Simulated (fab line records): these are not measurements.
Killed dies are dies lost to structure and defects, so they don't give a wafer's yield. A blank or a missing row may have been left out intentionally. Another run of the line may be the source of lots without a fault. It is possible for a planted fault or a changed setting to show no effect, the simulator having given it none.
fab line records + flow nand-harc
record
- lots=13
- wafers=39
- last-day=24
route steps=1159 shown P_ZERO_WELL@17 P_STI@83
lots untouched by any fault: they come from a run of this same line in which no faults occurred
start-h: start of the lot's first displayed wafer, in hours after the record's first day + wait-h: how many hours have passed since the lot's step before this one + " unchanged from the row above + L1.1+2: a row that stands for several wafers + - value missing, or start not given + * or withheld: withheld + < > ~ a bound
route shown NAME@n: NAME is a module with steps in the file, n the number in the route of the first one + usual: mean/standard deviation taken from wafers without a fault + same: alike in all rows + chamber/n: place in a boat + sites: each site's reading + _std_site: the standard deviation of these + _edge_site: mean of outer sites minus mean of inner sites + radius-mm: for every site, how far away it sits from the centre of the wafer + mask NAME#n: copy n + behind: tool/chamber where the wafer was last shaped + hold: reason for holding the lot/hours on hold/outcome of the hold + device: names the non-switching transistor (n, p or np) + end of line: tests of these same wafers at the route's end + where a step has no rows: the recipe by itself + killed: the dies lost at the first sort to structure and to defects; this is not the yield of the wafer + map: a wafer's dies, marking killed ones x, the rest . and places with no die _
set.NAME: the setting that was run; set.NAME@STEP: the one run at that earlier step + model.NAME: the simulator's own value behind a step, which no gauge read
steps of the route over a sample of lots; a table a step, a row a wafer
services: from which hour (start-h, from the record's first day; less than 0 if before it) a tool's chamber was out of use, for how many hours, and why
## steps
# step NHARC_P_ZERO_WELL_ETCH_65
# recipe
- target-depth-a=800
- overetch-a=240
- time-s=87.88
- ion-energy-ev=200
- n2-flow-sccm=150
- h2-flow-sccm=150
- ar-flow-sccm=0
- rf-w=400
- bias-w=150
- chemistry=N2/H2
# usual
- drypump-motor-current-A=5.6/0.42
- oes-product-au=1.001/0.013
- rf-vpp-V=430.3/2.2
- showerhead-plenum-p-Torr=2.03/0.072
- throttle-valve-pct=14.171/0.0095
| lot.wafer | tool        | chamber | start-h | wait-h | drypump-motor-current-A | oes-product-au | rf-hours-counter-h | rf-vpp-V | showerhead-plenum-p-Torr | throttle-valve-pct |
|-----------|-------------|---------|---------|--------|-------------------------|----------------|--------------------|----------|--------------------------|--------------------|
| L640.1    | rie-diel-05 | 2       | 13.50   | 0.1    | 6.2                     | 0.998          | 1                  | 429.3    | 2.02                     | 14.168             |
| L640.3    | "           | 3       | "       | "      | 6.1                     | 0.992          | 1                  | 428.9    | 2.00                     | 14.156             |
| L640.2    | "           | 0       | "       | "      | 5.2                     | 0.996          | 1                  | 436.1    | 2.16                     | 14.179             |
| L641.2    | rie-diel-01 | 2       | 19.49   | 0.1    | 6.2                     | 1.017          | 2                  | 433.7    | 2.12                     | 14.166             |
| L641.1    | "           | 3       | "       | "      | 5.4                     | 1.003          | 2                  | 430.5    | 2.04                     | 14.153             |
| L641.4    | "           | 0       | "       | "      | 5.2                     | 0.986          | 2                  | 427.7    | 1.93                     | 14.148             |
| L642.3    | rie-diel-13 | 0       | 25.38   | 0.1    | 5.3                     | 0.998          | 5                  | 432.3    | 2.10                     | 14.172             |
| L642.1    | "           | 3       | "       | "      | 5.9                     | 0.990          | 5                  | 427.4    | 1.93                     | 14.170             |
| L642.6    | "           | 0       | "       | "      | 5.4                     | 1.002          | -                  | 431.3    | 2.10                     | 14.174             |
| L643.3    | rie-diel-05 | 0       | 31.48   | 0.1    | 5.2                     | 0.986          | 2                  | 435.3    | 2.16                     | 14.169             |
| L643.4    | "           | 1       | "       | "      | 5.5                     | 0.986          | 2                  | 428.1    | 1.99                     | 14.176             |
| L643.6    | "           | 3       | "       | "      | 6.1                     | 0.983          | -                  | 428.9    | 1.99                     | 14.169             |
| L644.2    | rie-diel-01 | 0       | 37.50   | 0.1    | 5.2                     | 0.995          | 4                  | 428.2    | 1.93                     | 14.158             |
| L644.3    | "           | 1       | "       | "      | 5.6                     | 0.997          | 3                  | 428.7    | 1.94                     | 14.170             |
| L644.6    | "           | 0       | "       | "      | 5.2                     | 0.990          | -                  | 426.4    | 1.93                     | 14.169             |
| L645.2    | rie-diel-05 | 0       | 43.37   | 0.1    | 5.2                     | 1.009          | 3                  | 434.8    | 2.16                     | 14.171             |
| L645.4    | "           | 1       | "       | "      | 5.5                     | 1.006          | 3                  | 429.5    | 1.99                     | 14.158             |
| L645.6    | "           | 0       | "       | "      | 5.2                     | 1.009          | -                  | 433.9    | 2.16                     | 14.181             |
| L648.1    | rie-diel-01 | 2       | 61.42   | 0.1    | 6.2                     | 1.026          | 5                  | 432.1    | 2.11                     | 14.182             |
| L648.4    | "           | 0       | "       | "      | 5.2                     | 0.996          | 5                  | 427.9    | 1.93                     | 14.163             |
| L648.5    | "           | 1       | "       | "      | 5.6                     | 1.005          | -                  | 428.4    | 1.94                     | 14.166             |
| L649.3    | rie-diel-05 | 0       | 67.58   | 0.1    | 5.3                     | 0.999          | 4                  | 434.5    | 2.16                     | 14.167             |
| L649.1    | "           | 1       | "       | "      | 5.5                     | 0.991          | 4                  | 429.4    | 1.99                     | 14.159             |
| L649.6    | "           | 2       | "       | "      | 6.2                     | 0.981          | -                  | 430.4    | 2.02                     | 14.176             |
| L652.3    | rie-diel-05 | 1       | 85.35   | 0.1    | 5.5                     | 0.991          | 5                  | 429.7    | 1.99                     | 14.182             |
| L652.2    | "           | 2       | "       | "      | 6.2                     | 1.002          | 5                  | 429.5    | 2.02                     | 14.175             |
| L652.1    | "           | 3       | "       | "      | 6.1                     | 0.999          | 6                  | 428.4    | 1.99                     | 14.175             |
| L660.6    | rie-diel-01 | 0       | 133.55  | 0.1    | 5.1                     | 0.976          | -                  | 428.6    | 1.93                     | 14.179             |
| L660.4    | "           | 1       | "       | "      | 5.6                     | 1.011          | -                  | 428.0    | 1.94                     | 14.179             |
| L660.5    | "           | 3       | "       | "      | 5.4                     | 0.989          | -                  | 430.5    | 2.04                     | 14.179             |
| L661.2    | rie-diel-05 | 2       | 139.88  | 0.1    | 6.2                     | 0.996          | 10                 | 430.9    | 2.01                     | 14.156             |
| L661.1    | "           | 0       | "       | "      | 5.2                     | 1.014          | 10                 | 432.6    | 2.16                     | 14.166             |
| L661.5    | "           | 3       | "       | "      | 6.0                     | 1.003          | -                  | 429.5    | 1.99                     | 14.152             |
| L662.4    | rie-diel-13 | 0       | 145.49  | 0.1    | 5.4                     | 0.996          | 2                  | 430.9    | 2.10                     | 14.171             |
| L662.6    | "           | 2       | "       | "      | 5.4                     | 0.977          | -                  | 433.2    | 2.11                     | 14.176             |
| L662.5    | "           | 3       | "       | "      | 5.9                     | 1.020          | -                  | 427.1    | 1.93                     | 14.192             |
| L663.1    | rie-diel-05 | 1       | 151.49  | 0.1    | 5.5                     | 0.990          | 10                 | 430.4    | 1.99                     | 14.171             |
| L663.4    | "           | 3       | "       | "      | 6.0                     | 1.018          | 12                 | 428.7    | 1.99                     | 14.145             |
| L663.6    | "           | 1       | "       | "      | 5.5                     | 0.996          | -                  | 429.1    | 1.99                     | 14.174             |
# step NHARC_P_ZERO_WELL_EXPOSE_34
# recipe
- na=0.6
- target-cd-nm=720
- dose-mj=22.31
- mask-id=P_PWELL
| lot.wafer  | tool           | chamber | start-h | wait-h | mask      |
|------------|----------------|---------|---------|--------|-----------|
| L640.1+2+3 | krf-scanner-01 | 0       | 15.94   | -      | P_PWELL#0 |
| L641.1+2+4 | krf-scanner-03 | 0       | 22.08   | -      | P_PWELL#0 |
| L642.1+3+6 | krf-scanner-01 | 0       | 27.83   | -      | P_PWELL#0 |
| L643.3+4+6 | krf-scanner-01 | 0       | 33.95   | -      | P_PWELL#0 |
| L644.2+3+6 | krf-scanner-03 | 0       | 40.01   | -      | P_PWELL#0 |
| L645.2+4+6 | krf-scanner-03 | 0       | 45.76   | -      | P_PWELL#0 |
| L648.1+4+5 | krf-scanner-01 | 0       | 63.93   | -      | P_PWELL#0 |
| L649.1+3+6 | krf-scanner-01 | 0       | 69.90   | -      | P_PWELL#0 |
| L652.1+2+3 | krf-scanner-03 | 0       | 87.80   | -      | P_NWELL#0 |
| L660.4+5+6 | krf-scanner-02 | 0       | 136.01  | -      | P_PWELL#0 |
| L661.1+2+5 | krf-scanner-03 | 0       | 142.61  | -      | P_PWELL#0 |
| L662.4+5+6 | krf-scanner-01 | 0       | 147.98  | -      | P_PWELL#0 |
| L663.1+4+6 | krf-scanner-01 | 0       | 153.84  | -      | P_PWELL#0 |
# step NHARC_P_ZERO_WELL_CD_MEAS_37
# recipe
- target-cd-nm=720
- landing-energy-ev=500
# usual
- cd-nm=718.9/2.2
| lot.wafer | tool      | chamber | start-h | wait-h | cd-nm |
|-----------|-----------|---------|---------|--------|-------|
| L640.1    | cd-sem-03 | 0       | 16.10   | -      | 718.0 |
| L640.2    | "         | 0       | "       | "      | 718.5 |
| L640.3    | "         | 0       | "       | "      | 717.6 |
| L641.1    | cd-sem-01 | 0       | 22.23   | -      | 720.0 |
| L641.2    | "         | 0       | "       | "      | 719.4 |
| L641.4    | "         | 0       | "       | "      | 719.4 |
| L642.1    | cd-sem-02 | 0       | 28.00   | -      | 718.2 |
| L642.3    | "         | 0       | "       | "      | 717.3 |
| L642.6    | "         | 0       | "       | "      | 715.3 |
| L643.3    | cd-sem-01 | 0       | 34.10   | -      | 719.1 |
| L643.4    | "         | 0       | "       | "      | 719.0 |
| L643.6    | "         | 0       | "       | "      | 720.1 |
| L644.2    | cd-sem-02 | 0       | 40.17   | -      | 719.7 |
| L644.3    | "         | 0       | "       | "      | 720.2 |
| L644.6    | "         | 0       | "       | "      | 718.8 |
| L645.2    | cd-sem-02 | 0       | 45.91   | -      | 722.3 |
| L645.4    | "         | 0       | "       | "      | 716.3 |
| L645.6    | "         | 0       | "       | "      | 719.2 |
| L648.1    | cd-sem-03 | 0       | 64.08   | -      | 719.0 |
| L648.4    | "         | 0       | "       | "      | 715.9 |
| L648.5    | "         | 0       | "       | "      | 716.9 |
| L649.1    | cd-sem-03 | 0       | 70.05   | -      | 720.5 |
| L649.3    | "         | 0       | "       | "      | 719.2 |
| L649.6    | "         | 0       | "       | "      | 718.5 |
| L652.1    | cd-sem-02 | 0       | 87.96   | -      | -     |
| L652.2    | "         | 0       | "       | "      | -     |
| L652.3    | "         | 0       | "       | "      | -     |
| L660.4    | cd-sem-03 | 0       | 136.16  | -      | 717.4 |
| L660.5    | "         | 0       | "       | "      | 719.4 |
| L660.6    | "         | 0       | "       | "      | 720.8 |
| L661.1    | cd-sem-02 | 0       | 142.76  | -      | 720.3 |
| L661.2    | "         | 0       | "       | "      | 718.9 |
| L661.5    | "         | 0       | "       | "      | 717.9 |
| L662.4    | cd-sem-03 | 0       | 148.13  | -      | 722.8 |
| L662.5    | "         | 0       | "       | "      | 718.7 |
| L662.6    | "         | 0       | "       | "      | 715.4 |
| L663.1    | cd-sem-03 | 0       | 154.00  | -      | 719.8 |
| L663.4    | "         | 0       | "       | "      | 720.4 |
| L663.6    | "         | 0       | "       | "      | 723.5 |
# step NHARC_P_ZERO_WELL_CD_MEAS_52
# recipe
- target-cd-nm=2000
- landing-energy-ev=500
# usual
- cd-nm=1998.2/2.7
| lot.wafer | tool      | chamber | start-h | wait-h | cd-nm  |
|-----------|-----------|---------|---------|--------|--------|
| L640.1    | cd-sem-03 | 0       | 17.63   | -      | 1999.8 |
| L640.2    | "         | 0       | "       | "      | 2000.9 |
| L640.3    | "         | 0       | "       | "      | 2000.0 |
| L641.1    | cd-sem-02 | 0       | 23.87   | -      | 2003.1 |
| L641.2    | "         | 0       | "       | "      | 2003.0 |
| L641.4    | "         | 0       | "       | "      | 1999.6 |
| L642.1    | cd-sem-03 | 0       | 30.19   | -      | 1995.7 |
| L642.3    | "         | 0       | "       | "      | 1996.2 |
| L642.6    | "         | 0       | "       | "      | 1998.3 |
| L643.3    | cd-sem-03 | 0       | 35.74   | -      | 1999.1 |
| L643.4    | "         | 0       | "       | "      | 2001.4 |
| L643.6    | "         | 0       | "       | "      | 1997.6 |
| L644.2    | cd-sem-02 | 0       | 41.69   | -      | 1992.2 |
| L644.3    | "         | 0       | "       | "      | 1998.5 |
| L644.6    | "         | 0       | "       | "      | 1994.3 |
| L645.2    | cd-sem-03 | 0       | 47.43   | -      | 1997.1 |
| L645.4    | "         | 0       | "       | "      | 1994.7 |
| L645.6    | "         | 0       | "       | "      | 1996.1 |
| L648.1    | cd-sem-03 | 0       | 65.76   | -      | 1998.1 |
| L648.4    | "         | 0       | "       | "      | 1996.7 |
| L648.5    | "         | 0       | "       | "      | 2000.4 |
| L649.1    | cd-sem-03 | 0       | 71.73   | -      | 2000.9 |
| L649.3    | "         | 0       | "       | "      | 1999.3 |
| L649.6    | "         | 0       | "       | "      | 2000.2 |
| L652.1    | cd-sem-02 | 0       | 89.48   | -      | 1999.4 |
| L652.2    | "         | 0       | "       | "      | 1998.2 |
| L652.3    | "         | 0       | "       | "      | 1999.4 |
| L660.4    | cd-sem-03 | 0       | 137.80  | -      | 1996.9 |
| L660.5    | "         | 0       | "       | "      | 1999.2 |
| L660.6    | "         | 0       | "       | "      | 1997.1 |
| L661.1    | cd-sem-03 | 0       | 144.41  | -      | 1998.0 |
| L661.2    | "         | 0       | "       | "      | 2004.9 |
| L661.5    | "         | 0       | "       | "      | 2001.6 |
| L662.4    | cd-sem-02 | 0       | 149.63  | -      | 1994.7 |
| L662.5    | "         | 0       | "       | "      | 1998.2 |
| L662.6    | "         | 0       | "       | "      | 1994.5 |
| L663.1    | cd-sem-03 | 0       | 155.53  | -      | 1993.4 |
| L663.4    | "         | 0       | "       | "      | 1995.7 |
| L663.6    | "         | 0       | "       | "      | 1995.8 |
# step NHARC_P_STI_CD_MEAS_09
# recipe
- target-cd-nm=200
- landing-energy-ev=500
# usual
- cd-nm=202/3.1
| lot.wafer | tool      | chamber | start-h | wait-h | cd-nm |
|-----------|-----------|---------|---------|--------|-------|
| L640.1    | cd-sem-02 | 0       | 37.39   | -      | 201   |
| L640.2    | "         | 0       | "       | "      | 198   |
| L640.3    | "         | 0       | "       | "      | 204   |
| L641.1    | cd-sem-02 | 0       | 37.55   | -      | 203   |
| L641.2    | "         | 0       | "       | "      | 200   |
| L641.4    | "         | 0       | "       | "      | 204   |
| L643.3    | cd-sem-03 | 0       | 50.23   | -      | 203   |
| L643.4    | "         | 0       | "       | "      | 200   |
| L643.6    | "         | 0       | "       | "      | 198   |
| L642.1    | cd-sem-03 | 0       | 50.38   | -      | 206   |
| L642.3    | "         | 0       | "       | "      | 210   |
| L642.6    | "         | 0       | "       | "      | 205   |
| L644.2    | cd-sem-03 | 0       | 61.26   | -      | 197   |
| L644.3    | "         | 0       | "       | "      | 202   |
| L644.6    | "         | 0       | "       | "      | 202   |
| L645.2    | cd-sem-03 | 0       | 61.42   | -      | 200   |
| L645.4    | "         | 0       | "       | "      | 205   |
| L645.6    | "         | 0       | "       | "      | 203   |
| L648.1    | cd-sem-03 | 0       | 82.95   | -      | 198   |
| L648.4    | "         | 0       | "       | "      | 197   |
| L648.5    | "         | 0       | "       | "      | 200   |
| L649.1    | cd-sem-03 | 0       | 91.45   | -      | 199   |
| L649.3    | "         | 0       | "       | "      | 201   |
| L649.6    | "         | 0       | "       | "      | 198   |
| L660.4    | cd-sem-02 | 0       | 157.32  | -      | 202   |
| L660.5    | "         | 0       | "       | "      | 203   |
| L660.6    | "         | 0       | "       | "      | 203   |
| L661.1    | cd-sem-03 | 0       | 163.38  | -      | 199   |
| L661.2    | "         | 0       | "       | "      | 205   |
| L661.5    | "         | 0       | "       | "      | 206   |
| L662.4    | cd-sem-02 | 0       | 169.69  | -      | 203   |
| L662.5    | "         | 0       | "       | "      | 203   |
| L662.6    | "         | 0       | "       | "      | 200   |
| L663.1    | cd-sem-03 | 0       | 169.84  | -      | 205   |
| L663.4    | "         | 0       | "       | "      | 207   |
| L663.6    | "         | 0       | "       | "      | 205   |
## services
| tool           | chamber | start-h | hours | kind   |
|----------------|---------|---------|-------|--------|
| rie-diel-05    | 0       | -4.40   | -     | clean  |
| krf-scanner-03 | -       | -4.00   | 4.0   | pm     |
| krf-scanner-01 | -       | 5.94    | 0.5   | repair |
| krf-scanner-03 | -       | 18.49   | 0.5   | repair |
| krf-scanner-02 | -       | 22.09   | 3.6   | repair |
| rie-diel-01    | 3       | 37.19   | 8.3   | repair |
| krf-scanner-02 | -       | 38.00   | 4.0   | pm     |
| krf-scanner-03 | -       | 48.41   | 4.4   | repair |
| rie-diel-05    | 2       | 54.48   | 1.3   | repair |
| rie-diel-01    | -       | 54.83   | 0.2   | repair |
| rie-diel-05    | 0       | 55.21   | 6.9   | repair |
| krf-scanner-02 | -       | 57.51   | 1.1   | repair |
| krf-scanner-03 | -       | 57.52   | 4.7   | repair |
| rie-diel-01    | 1       | 66.00   | 7.6   | repair |
| rie-diel-13    | 1       | 73.78   | 11.3  | repair |
| krf-scanner-03 | -       | 75.17   | 2.6   | repair |
| krf-scanner-01 | -       | 84.00   | 4.0   | pm     |
| krf-scanner-02 | -       | 88.08   | 4.1   | repair |
| rie-diel-13    | 3       | 88.34   | 9.8   | repair |
| rie-diel-05    | 0       | 96.03   | 2.9   | repair |
| rie-diel-13    | -       | 99.00   | 9.0   | pm     |
| krf-scanner-01 | -       | 122.79  | 0.4   | repair |
| rie-diel-01    | 2       | 129.31  | 4.3   | repair |
| rie-diel-01    | -       | 137.82  | 9.0   | pm     |
## key
first-sign
- step=NHARC_P_ZERO_WELL_EXPOSE_34
- reading=mask
- direction=changed
effect
- step=NHARC_P_ZERO_WELL_CD_MEAS_37
- reading=cd-nm
- direction=missing
met-at NHARC_P_ZERO_WELL_EXPOSE_34
struck-lots L652
later-rows-left-out L652.1,L652.2,L652.3
sort-left-out L652.1,L652.2,L652.3
tester-left-out L652
not-acting-at NHARC_P_ZERO_WELL_ETCH_65,NHARC_P_ZERO_WELL_CD_MEAS_52,NHARC_P_STI_CD_MEAS_09
onset-between 45.76 87.80
fault
- kind=wrong-mask
- tool=any
- chamber=-
- onset-h=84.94
- steps=NHARC_P_ZERO_WELL_EXPOSE_34
- aux-copy=P_NWELL#0
- scope=struck-lots-only
# tester-left-out: of these lots the tester's yield and bins aren't shown, on N5 and GAA mostly nor the transistor test; their killed dies are dies lost to structure and defects alone, not to doping, threshold or leakage, so they don't give the yield
# sort-left-out: the simulated sort isn't trusted on such a fault, so these wafers' sort isn't shown, and their yield isn't known
# later-rows-left-out: the simulator's readings of these wafers behind a module that went badly wrong aren't trusted and aren't shown, but for the sort
